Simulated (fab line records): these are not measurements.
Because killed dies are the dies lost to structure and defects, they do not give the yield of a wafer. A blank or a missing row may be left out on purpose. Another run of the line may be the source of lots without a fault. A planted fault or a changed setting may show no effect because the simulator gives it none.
fab line records	flow n5Finfet
record lots=5	wafers=13	lastDay=13
route steps=1938 shown STI_FIN_REVEAL@206 DUMMY_GATE@212 SDB@375 DUMMY_REMOVAL@377 BEOL_M4@1111 PASSIVATION@1936
lots that met no fault: taken from a fault-free run of the same line
startH: start of the lot's first displayed wafer, in hours after the record's first day	waitH: hours elapsed since this lot's preceding step	" unchanged from the row above	L1.1+2: a single row standing in for several wafers	- either no value or no given start	* or withheld: withheld	< > ~ a bound
route shown NAME@n: names a module that has steps shown in the file, with the first one's number in the route	usual: mean/standard deviation of fault-free wafers	same: alike in all rows	chamber/n: place in a boat	sites: each site's reading	_std_site: the standard deviation of these	_edge_site: inner sites' mean taken away from outer sites' mean	radiusMm: how far each site lies from the wafer's centre	mask NAME#n: copy n	behind: the last tool/chamber to shape the wafer	hold: reason for holding the lot/hours on hold/outcome of the hold	device: which transistor (n, p or np) failed to switch	end of line: tests run on the same wafers once the route is complete	a step given without rows: its recipe and nothing more	killed: dies that structure and defects cost at the first sort, which is not the same as the wafer's yield	map: the dies of a wafer, with x for killed, . for not killed, _ for no die there
set.NAME: the setting that was run; set.NAME@STEP: the one run at that earlier step	model.NAME: the simulator's own value behind a step, which no gauge read
certain route steps with their lots: each step a table, each wafer a row
services: the hour from which a tool's chamber was out of use, counted from the record's first day as startH (under 0 if before that day), plus the number of hours and why
## steps
# step N5_STI_FIN_REVEAL_SRD_23
# recipe dry=ipaMarangoni	timeS=30	tempC=23	rinseLiquid=diw
# step N5_STI_FIN_REVEAL_PRECLEAN_18
# recipe chemistry=SC2	timeS=45	tempC=35	mix=1:1:50
# step N5_STI_FIN_REVEAL_SRD_28
# recipe dry=ipaMarangoni	timeS=30	tempC=23	rinseLiquid=diw
# step N5_DUMMY_GATE_PRECLEAN_00
# recipe chemistry=O3/DIW	timeS=60	tempC=22	o3Ppm=10
# step N5_DUMMY_GATE_SRD_01
# recipe timeS=30	tempC=23	rinseLiquid=diw	dry=ipaMarangoni
# step N5_DUMMY_GATE_ALD_02
# recipe material=SiO2	targetThkA=20	tempC=300	aldPrecursorFamily=BDEAS	aldCoReactant=O2-plasma	pulseTimeS=1	pressureTorr=2
# step N5_DUMMY_GATE_CVD_03
# recipe material=a-Si	targetThkA=1500	tempC=530	precursor=SiH4	timeS=8042
# step N5_DUMMY_GATE_PRECLEAN_46
# recipe chemistry=DIW	timeS=89.5	tempC=23
# step N5_DUMMY_GATE_SRD_47
# recipe dryTimeS=32	dry=n2Spin	spinRpm=1500
# step N5_DUMMY_GATE_CMP_04
# recipe material=a-Si	postCmpClean=alkalineBrush
# usual edgeZonePressureFrac=1.000/0.0053	motorCurrentA=10.7/1.3	timeToEndpointS=13.6/2
lot.wafer	tool	chamber	startH	waitH	edgeZonePressureFrac	motorCurrentA	timeToEndpointS	model.a-Si_of_DUMMY_GATE_CVD_03.thkNm
L907.3	cmp-03	1	58.17	0.0	0.999	10.3	11.8	72.4
L907.1	"	3	"	"	1.002	10.5	15.5	73.2
L907.6	"	2	"	"	0.999	12.2	12.4	73.6
L909.2	cmp-03	1	66.15	0.1	0.997	11.1	12.2	72
L909.3	"	2	"	"	0.998	12.1	17.8	99.4
L909.6	"	0	"	"	0.999	9.3	18.0	100.4
L910.4	cmp-04	2	70.81	0.1	1.004	10.7	10.9	72
L910.2	"	3	"	"	0.997	9.7	12.5	72
L910.6	"	1	"	"	0.996	10.5	10.9	70.8
L911.4	cmp-03	0	80.80	0.1	0.991	9.9	15.2	72.6
L911.3	"	2	"	"	0.992	11.2	18.3	101.6
L913.4	cmp-03	3	90.74	0.1	1.008	10.6	15.7	72.4
L913.6	"	0	"	"	0.991	9.0	17.7	100.2
# step N5_DUMMY_GATE_THK_MEAS_05
# usual thkNm=71.8/0.96
lot.wafer	tool	chamber	startH	waitH	thkNm
L907.1	filmMetro-01	-	58.42	0.1	73.1
L907.3	"	-	"	"	72.4
L907.6	"	-	"	"	73.5
L909.2	filmMetro-01	-	66.33	0.1	72.1
L909.3	"	-	"	"	99.5
L909.6	"	-	"	"	100.5
L910.2	filmMetro-01	-	70.99	0.1	71.9
L910.4	"	-	"	"	72.0
L910.6	"	-	"	"	70.8
L911.3	filmMetro-02	-	81.01	0.1	101.6
L911.4	"	-	"	"	72.7
L913.4	filmMetro-02	-	90.89	0.1	72.4
L913.6	"	-	"	"	100.3
# step N5_DUMMY_GATE_HM_DEP_06
# recipe material=SiNx	targetThkA=800	precursor=DCS/NH3	tempC=700	pressureMtorr=300	timeS=5141
# step N5_DUMMY_GATE_PECVD_30
# recipe material=SiO2	targetThkA=550	tempC=400	precursor=TEOS/O2	pressureTorr=6.5	rfW=withheld	teosFlowSccm=withheld	gas=O2	flowSccm=2650	timeS=10.8
# step N5_DUMMY_GATE_COAT_34
# recipe resist=SOC	tempC=250	timeS=60	spinRpm=1500	resistThkNm=60
# step N5_DUMMY_GATE_COAT_35
# recipe resist=SiARC	tempC=220	timeS=60	spinRpm=1500	resistThkNm=10
# step N5_DUMMY_GATE_COAT_28
# recipe resist=underlayer	tempC=205	timeS=60	spinRpm=1500	resistThkNm=10
# step N5_DUMMY_GATE_COAT_09
# recipe resist=CAR-EUV	spinRpm=1500	resistThkNm=30
# step N5_DUMMY_GATE_EBR_11
# recipe solvent=PGMEA	ebrWidthMm=1.5
# step N5_DUMMY_GATE_SOFTBAKE_10
# recipe tempC=110	timeS=60	resist=CAR-EUV
# step N5_DUMMY_GATE_EXPOSE_12
# recipe maskId=GATE	na=0.33	sourceShape=annular	sigmaInner=0.2	sigmaOuter=0.6	polarization=unpolarized	targetCdNm=25	doseMj=34
# step N5_DUMMY_GATE_PEB_13
# recipe pebTempC=100	pebTimeS=60	resist=CAR-EUV
# step N5_DUMMY_GATE_DEVELOP_14
# recipe developTimeS=30	developer=TMAH	resist=CAR-EUV	rinseLiquid=surfactantRinse	dry=airSpin	devTempC=23
# step N5_DUMMY_GATE_DESCUM_20
# recipe chemistry=O2	timeS=6.2	sourcePowerW=50	biasPowerW=20	pressureMtorr=20	rfFrequencyHz=2.712e+07	tempC=40	resist=CAR-EUV	o2FlowSccm=225
# step N5_DUMMY_GATE_ETCH_29
# recipe chemistry=N2/H2	target=underlayer	targetDepthA=130	ionEnergyEv=200	pressureMtorr=30	sourceW=840	biasW=150	n2FlowSccm=200	h2FlowSccm=200
# step N5_DUMMY_GATE_ETCH_36
# recipe chemistry=CF4	target=SiARC	targetDepthA=130	pressureMtorr=40	sourceW=545	biasW=36	Ar_flow_sccm=100	cf4FlowSccm=100	ionEnergyEv=80
# step N5_DUMMY_GATE_ETCH_37
# recipe chemistry=N2/H2	target=SOC	targetDepthA=600	overetchA=300	tempC=40	ionEnergyEv=200	pressureMtorr=30	sourceW=840	biasW=150	n2FlowSccm=200	h2FlowSccm=200
# step N5_DUMMY_GATE_STRIP_38
# recipe chemistry=N2/H2	tempC=40	n2FlowSccm=200	h2FlowSccm=200	rfFrequencyHz=6e+07
# step N5_DUMMY_GATE_STRIP_39
# recipe chemistry=N2/H2	tempC=40	n2FlowSccm=200	h2FlowSccm=200	rfFrequencyHz=6e+07
# step N5_DUMMY_GATE_TRIM_49
# recipe chemistry=O2	resist=SOC	timeS=29	targetCdNm=14	sourcePowerW=300	biasPowerW=0	O2_flow_sccm=100	tempC=20
# step N5_DUMMY_GATE_STRIP_40
# recipe chemistry=CF4	resist=SiARC	powerW=300	biasPowerW=75	pressureMtorr=50	cf4FlowSccm=150	rfFrequencyHz=6e+07
# step N5_DUMMY_GATE_ETCH_31
# recipe chemistry=C4F6/O2	target=SiO2	maskMaterial=SOC	targetDepthA=825	timeS=27.5	ionEnergyEv=250	pressureMtorr=30	sourceW=345	biasW=185	Ar_flow_sccm=300	C4F6_flow_sccm=10	O2_flow_sccm=10
# step N5_DUMMY_GATE_STRIP_41
# recipe chemistry=O2	powerW=400	tempC=40	pressureMtorr=30	rfFrequencyHz=6e+07	biasPowerW=0	overashFraction=0.3	o2FlowSccm=225
# step N5_DUMMY_GATE_HM_OPEN_21
# recipe chemistry=CH3F/O2	target=SiNx	targetDepthA=1200	Ar_flow_sccm=150	CH3F_flow_sccm=30	O2_flow_sccm=23	timeS=171.4	pressureMtorr=30	sourceW=395	biasW=73	ionEnergyEv=120.7
# step N5_DUMMY_GATE_ETCH_32
# recipe chemistry=CF4	target=SiO2	targetDepthA=35	timeS=3.9	ionEnergyEv=350	pressureMtorr=10	icpW=800	biasW=400	cf4FlowSccm=80
# step N5_DUMMY_GATE_ETCH_23
# recipe chemistry=HBr/Cl2/O2	HBr_flow_sccm=150	Cl2_flow_sccm=80	O2_flow_sccm=12	biasW=102	targetDepthA=410	timeS=22.3	target=poly-Si	maskMaterial=SiO2	pressureMtorr=10	icpW=800
# step N5_DUMMY_GATE_ETCH_44
# recipe chemistry=HBr/O2	overEtchFrac=0.7	targetDepthA=1275	stopOn=SiO2	ionEnergyEv=60	biasW=20	target=poly-Si	maskMaterial=SiO2	pressureMtorr=20	icpW=400	HBr_flow_sccm=120	O2_flow_sccm=10
# usual O2_flow_sccm=10.00/0.031	biasW=20.01/0.058	chamberPressureMTorr=20.001/0.018	drypumpMotorCurrentA=5.7/0.5	oesProductAu=0.730/0.012	throttleValvePct=18.33/0.19
lot.wafer	tool	chamber	startH	waitH	O2_flow_sccm	biasW	chamberPressureMTorr	drypumpMotorCurrentA	oesProductAu	rfHoursCounterH	throttleValvePct	model.DUMMY_GATE.featureDepthNm	model.etch.depthNm
L907.1	rieSi-05	2	63.96	0.0	9.99	20.11	19.989	4.7	0.748	138	18.16	73.2	73.1
L907.3	"	3	"	"	10.02	20.01	20.013	5.4	0.720	100	18.65	72.4	72.4
L907.6	"	2	"	"	10.03	19.93	20.006	4.7	0.760	-	18.18	73.6	73.52
L909.2	rieSi-05	2	71.99	0.0	9.99	20.02	19.982	4.7	0.745	138	18.21	72	72.09
L909.3	"	3	"	"	9.91	20.01	20.009	5.4	0.859	100	18.65	99.4	99.46
L909.6	"	2	"	"	9.97	19.95	20.034	4.7	0.883	-	18.17	100.4	100.4
L910.2	rieSi-01	3	76.31	0.0	10.01	20.08	19.987	5.6	0.715	4	18.18	72	71.94
L910.4	"	1	"	"	10.01	19.87	20.002	5.7	0.735	-	18.18	72	72.01
L910.6	"	3	"	"	10.01	20.02	20.023	5.6	0.724	-	18.18	70.8	70.81
L911.3	rieSi-01	0	88.39	0.0	10.00	20.10	20.019	5.8	0.898	51	18.47	101.6	101.6
L911.4	"	0	"	"	10.06	20.12	19.992	5.8	0.748	-	18.45	72.6	72.69
L913.4	rieSi-03	2	96.64	0.0	9.98	20.04	20.037	5.7	0.728	21	18.03	72.4	72.41
L913.6	"	2	"	"	9.98	20.00	20.032	5.7	0.861	-	18.04	100.2	100.2
# step N5_SDB_THK_MEAS_31
# recipe reads=a-Si_of_DUMMY_GATE_CVD_03
# usual SDB_THK=64.0/0.97
lot.wafer	tool	chamber	startH	waitH	SDB_THK[nm]
L907.1	filmMetro-01	-	86.04	-	65.3
L907.3	"	-	"	"	64.7
L907.6	"	-	"	"	65.8
L909.2	filmMetro-02	-	97.03	-	64.3
L909.3	"	-	"	"	91.7
L909.6	"	-	"	"	92.6
L910.2	filmMetro-02	-	99.84	-	64.2
L910.4	"	-	"	"	64.2
L910.6	"	-	"	"	63.1
L911.3	filmMetro-02	-	111.88	-	93.9
L911.4	"	-	"	"	65.0
L913.4	filmMetro-01	-	120.48	-	64.7
L913.6	"	-	"	"	92.5
# step N5_DUMMY_REMOVAL_HM_STRIP_01
# recipe chemistry=CH3F/O2	material=SiNx	targetDepthA=40	stopOn=poly-Si	timeS=6.8	overEtchFrac=0.3	ionEnergyEv=60	powerW=410	biasW=29	Ar_flow_sccm=150	CH3F_flow_sccm=30	O2_flow_sccm=20
# usual O2_flow_sccm=20.00/0.057	biasW=29.01/0.086	chamberPressureMTorr=30.003/0.024	drypumpMotorCurrentA=5.7/0.46	mfcArSccm=150.0/0.46	oesProductAu=0.66/0.064	rfVppV=127.6/0.99	showerheadPlenumPTorr=2.02/0.077	throttleValvePct=16.28/0.17
lot.wafer	tool	chamber	startH	waitH	O2_flow_sccm	biasW	chamberPressureMTorr	drypumpMotorCurrentA	mfcArSccm	oesProductAu	rfHoursCounterH	rfVppV	showerheadPlenumPTorr	throttleValvePct	model.a-Si_of_DUMMY_GATE_CVD_03.thkNm
L907.1	rieDiel-05	2	86.36	0.3	20.07	29.00	29.979	5.4	149.2	0.73	39	128.6	2.12	16.10	65.4
L907.3	"	1	"	"	20.05	29.06	29.987	5.3	150.3	0.75	25	127.1	2.13	16.01	64.6
L907.6	"	2	"	"	19.99	28.99	30.000	5.4	149.3	0.73	-	127.1	2.12	16.11	65.8
L909.2	rieDiel-05	2	97.09	0.0	20.05	29.16	30.028	5.4	150.1	0.73	42	128.4	2.12	16.12	64.4
L909.3	"	3	"	"	19.94	29.04	30.049	5.4	150.7	0.59	205	127.5	1.99	16.27	91.8
L909.6	"	2	"	"	20.06	29.02	29.989	5.4	150.4	0.73	-	130.5	2.12	16.10	92.6
L910.2	rieDiel-05	0	99.90	0.0	20.03	28.97	30.008	6.3	150.7	0.74	23	127.9	1.96	16.44	64.2
L910.4	"	3	"	"	20.02	28.95	30.018	5.3	150.3	0.59	205	127.9	1.99	16.28	64.2
L910.6	"	1	"	"	20.06	29.05	30.010	5.3	150.0	0.74	-	129.3	2.13	16.02	63
L911.3	rieDiel-04	3	111.94	0.0	20.01	28.92	30.005	6.0	150.0	0.61	146	127.2	1.91	16.22	93.8
L911.4	"	1	"	"	19.91	28.91	30.002	5.4	150.4	0.71	29	126.7	1.96	16.55	65
L913.4	rieDiel-04	3	120.63	0.1	20.00	28.98	30.026	6.0	150.3	0.61	148	127.8	1.91	16.24	64.6
L913.6	"	1	"	"	19.99	28.94	29.968	5.4	150.1	0.71	-	127.7	1.96	16.57	92.4
# step N5_BEOL_M4_RC_MEAS_101
# usual DIBL_N=36.5/1.4	DIBL_P=36.6/1.6	IOFF_N=0.160/0.024	IOFF_P=0.217/0.029	ION_N=674/8.7	ION_P=464/6.5	SS_N=71.6/0.47	SS_P=73.4/0.57	VT_N=250.0/2.5	VT_P=-250/3.1
lot.wafer	tool	chamber	startH	waitH	DIBL_N[mV/V]	DIBL_P[mV/V]	IOFF_N[nA/um]	IOFF_P[nA/um]	ION_N[uA/um]	ION_P[uA/um]	SS_N[mV/dec]	SS_P[mV/dec]	VT_N[mV]	VT_P[mV]
L907.1	prober-01	0	185.45	0.0	37.1	37.6	0.187	0.222	687	466	72.2	73.6	246.3	-249
L907.3	"	0	"	"	35.5	35.4	0.145	0.185	666	458	71.4	73.0	250.0	-252
L907.6	"	0	"	"	35.0	34.4	0.145	0.177	667	456	71.6	72.6	251.0	-253
L909.2	prober-01	0	195.49	0.2	37.3	37.8	0.193	0.267	688	481	71.8	72.7	245.2	-244
L909.3	"	0	"	"	36.4	37.2	0.182	0.263	688	479	71.7	73.4	246.1	-245
L909.6	"	0	"	"	36.7	37.0	0.184	0.254	690	476	71.8	72.3	249.1	-245
L910.2	prober-02	0	210.98	0.2	36.4	37.1	0.173	0.207	676	464	71.5	73.2	250.2	-250
L910.4	"	0	"	"	37.4	37.9	0.186	0.223	679	457	71.3	74.2	248.0	-251
L910.6	"	0	"	"	36.7	37.4	0.177	0.214	682	464	70.9	73.4	246.3	-253
L911.3	prober-01	0	213.12	0.3	35.3	34.4	0.143	0.201	674	467	71.5	72.9	249.6	-248
L911.4	"	0	"	"	37.0	36.6	0.163	0.229	667	465	71.8	73.7	250.6	-246
L913.4	prober-01	0	227.67	0.5	36.3	37.5	0.169	0.257	682	474	71.5	74.0	248.9	-243
L913.6	"	0	"	"	35.4	36.3	0.145	0.229	664	468	71.2	73.0	249.4	-243
# step N5_PASSIVATION_PROBE_49
# usual defectLimitedYield=91.2/1.4	killed_at_M0_to_M3=34/9.4	killed_at_M4_up=13/5.8	killedAtContacts=13/6.4	killedAtFrontEnd=41/11	killedAtOther=3.1/2.3	killedDies=103/16	killedOnRim=13/3.4	killedOpen=69/12	killedShort=33/7.8	sort_bin_5_function=5.1/0.91	sort_bin_6_memory=3.3/0.63	sortNPass=1077/16	sortYieldPct=91.2/1.4
# same grossDies=1180	killedAtBackSide=0	sort_bin_4_leakage[%]=0	sort_bin_8_speed[%]=0
lot.wafer	tool	chamber	startH	waitH	defectLimitedYield[%]	killed_at_M0_to_M3	killed_at_M4_up	killedAtContacts	killedAtFrontEnd	killedAtOther	killedDies	killedOnRim	killedOpen	killedShort	sort_bin_5_function[%]	sort_bin_6_memory[%]	sortNPass	sortYieldPct[%]
L910.2	prober-01	-	311.43	0.1	89.1	38	29	18	39	5	129	13	87	34	6.2	3.7	1051	89.1
L910.4	prober-01	-	311.53	0.2	92.2	24	20	19	25	4	92	9	62	29	4.2	3.3	1088	92.2
L910.6	prober-01	-	311.63	0.3	93.0	22	17	11	32	1	83	10	67	15	4.3	2.6	1097	93.0
L913.4	prober-01	-	320.50	0.2	91.3	39	5	14	43	2	103	22	67	36	5.7	2.7	1077	91.3
L913.6	prober-01	-	320.60	0.3	92.9	38	4	6	35	1	84	11	45	37	4.0	2.7	1096	92.9
# killed by level:class
L910.2 MOL_CONTACT_COAG:geometricParticle:open=12 BEOL_M4:geometricParticle:open=12 FIN_SAQP:geometricParticle:open=11 BEOL_M1:geometricParticle:open=9 BEOL_M0_SAQP:geometricParticle:short=8 BEOL_M0_SAQP:geometricParticle:open=7 STI_FIN_REVEAL:geometricParticle:open=6 BEOL_M2:geometricParticle:open=5
L910.4 MOL_CONTACT_COAG:geometricParticle:open=15 BEOL_M4:geometricParticle:open=10 BEOL_M0_SAQP:geometricParticle:short=6 BEOL_M2:geometricParticle:open=6 FIN_SAQP:geometricParticle:open=5 STI_FIN_REVEAL:geometricParticle:open=4 GATE_CUT:geometricParticle:short=4 MOL_CONTACT_COAG:geometricParticle:short=4
L910.6 FIN_SAQP:geometricParticle:open=10 MOL_CONTACT_COAG:geometricParticle:open=9 BEOL_M0_SAQP:geometricParticle:open=8 STI_FIN_REVEAL:geometricParticle:open=6 BEOL_M4:geometricParticle:open=6 BEOL_M5:geometricParticle:open=6 BEOL_M3:geometricParticle:open=5 FIN_SAQP:geometricParticle:short=4
L913.4 STI_FIN_REVEAL:geometricParticle:open=16 BEOL_M2:geometricParticle:open=11 MOL_CONTACT_COAG:geometricParticle:open=9 BEOL_M0_SAQP:geometricParticle:short=8 FIN_SAQP:geometricParticle:short=6 DUMMY_GATE:geometricParticle:open=5 MOL_CONTACT_COAG:geometricParticle:short=5 GATE_CUT:geometricParticle:open=4
L913.6 FIN_SAQP:geometricParticle:short=10 BEOL_M1:geometricParticle:open=8 BEOL_M2:geometricParticle:open=8 STI_FIN_REVEAL:geometricParticle:open=6 BEOL_M0_SAQP:geometricParticle:open=5 BEOL_M2:geometricParticle:short=5 STI_FIN_REVEAL:geometricParticle:short=4 GATE_CUT:geometricParticle:short=4
## services
tool	chamber	startH	hours	kind
rieSi-03	1	42.50	6.6	repair
rieSi-01	0	43.03	8.7	repair
rieSi-01	3	43.63	6.1	repair
cmp-03	-	44.09	4.0	pm
cmp-03	-	48.09	-	consumableReplace:conditioner
cmp-03	-	48.09	-	consumableReplace:pad
rieSi-05	-	50.45	2.0	repair
rieDiel-05	1	53.03	12.9	repair
cmp-04	-	64.33	2.2	repair
rieSi-05	0	69.11	4.8	repair
cmp-03	-	72.45	0.3	repair
cmp-04	-	76.62	3.1	repair
rieDiel-04	-	86.96	1.0	repair
rieDiel-05	2	91.74	2.1	repair
cmp-03	-	94.83	0.4	repair
## key
firstSign step=N5_DUMMY_GATE_CMP_04	reading=timeToEndpointS	direction=up	sigmas=2.1	usual=*	struck=*	wafersMoved=3
effect step=N5_DUMMY_GATE_THK_MEAS_05	reading=thkNm	direction=up	sigmas=30	usual=*	struck=*
effect step=N5_DUMMY_GATE_ETCH_44	reading=oesProductAu	direction=up	sigmas=12	usual=0.730	struck=0.875
effect step=N5_SDB_THK_MEAS_31	reading=SDB_THK	direction=up	sigmas=30	usual=64.0	struck=92.7
modelEffect step=N5_DUMMY_GATE_CMP_04	value=a-Si_of_DUMMY_GATE_CVD_03.thkNm	without=72.8	struck=100.4
modelEffect step=N5_DUMMY_GATE_ETCH_44	value=DUMMY_GATE.featureDepthNm	without=72.8	struck=100.4
modelEffect step=N5_DUMMY_REMOVAL_HM_STRIP_01	value=a-Si_of_DUMMY_GATE_CVD_03.thkNm	without=65.6	struck=93.1
metAt N5_DUMMY_GATE_CMP_04
struckWafers L909.3,L909.6,L911.3,L913.6
onsetBetween 58.17 66.15
fault kind=processParameterDrift	tool=cmp-03	chamber=-	onsetH=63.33	steps=N5_DUMMY_GATE_CMP_04	channel=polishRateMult	offset=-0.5	shape=step	endH=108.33	scope=struckWafersOnly
